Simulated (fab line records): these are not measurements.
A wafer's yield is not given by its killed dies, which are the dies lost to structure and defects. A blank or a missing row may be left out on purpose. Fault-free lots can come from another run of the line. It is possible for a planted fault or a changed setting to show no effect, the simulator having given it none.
Matching of chambers ; flow n5-finfet ; 4 sister chambers for N5_BEOL_M4_ETCH_63 on rie-diel-01
The step etches SiARC in CF4, target depth 15.6 nm, time 26 s. 16 wafers are shown with their chamber, then 8 later ones without.

WAFERS, EACH WITH ITS CHAMBER
wafer;chamber;showerhead-plenum-p-Torr (Torr);drypump-motor-current-A (A);throttle-valve-pct (%)
L075.3;3;2.18;6.1;15.65
L075.5;2;2.15;5.9;15.48
L075.6;3;2.18;6.1;15.63
L079.2;2;2.15;5.9;15.49
L079.3;1;2.13;6.7;15.88
L079.5;3;2.17;6.1;15.65
L080.1;2;2.15;5.9;15.51
L080.2;1;2.13;6.6;15.89
L080.6;3;2.17;6.1;15.62
L081.2;0;2.27;6.4;15.68
L081.4;2;2.14;5.9;15.52
L081.5;3;2.17;6.1;15.70
L084.1;3;2.17;6.1;15.70
L084.3;0;2.26;6.5;15.67
L084.5;0;2.26;6.4;15.67
L086.2;3;2.17;6.1;15.69

SIGNATURES (means of the wafers above)
reading;chamber 0;chamber 1;chamber 2;chamber 3;scatter within a chamber
showerhead-plenum-p-Torr;2.2633;2.1300;2.1475;2.1729;0.00487
drypump-motor-current-A;6.433;6.650;5.900;6.100;0.0312
throttle-valve-pct;15.6733;15.8850;15.5000;15.6629;0.0256
Rule: for a wafer and a chamber, the distance is found by dividing, reading by reading, the gap between the wafer's reading and the chamber's mean by the reading's scatter, squaring, summing and taking the root. If the next closest chamber is less than 2 further off than the closest, the wafer can't be placed; otherwise it belongs to the closest. The scatter is the square root of a quotient: the sum, over the shown wafers, of each reading's squared deviation from its chamber's mean, divided by wafers minus chambers.

WAFERS MISSING THEIR CHAMBER
wafer;showerhead-plenum-p-Torr (Torr);drypump-motor-current-A (A);throttle-valve-pct (%)
L086.4;2.17;6.1;15.68
L086.6;2.26;6.5;15.70
L089.1;2.12;6.6;15.95
L089.3;2.26;6.5;15.71
L089.4;2.17;6.1;15.72
L093.1;2.12;6.6;15.94
L093.2;2.16;6.1;15.72
L093.5;2.26;6.4;15.72

WHICH CHAMBER EACH ONE RAN IN
wafer;from the rows above;in truth
L086.4;3;3
L086.6;0;0
L089.1;1;1
L089.3;0;0
L089.4;3;3
L093.1;1;1
L093.2;3;3
L093.5;0;0
Correct placement for 8 of the 8. Can't be placed from these rows: 0. Wrongly placed: 0.
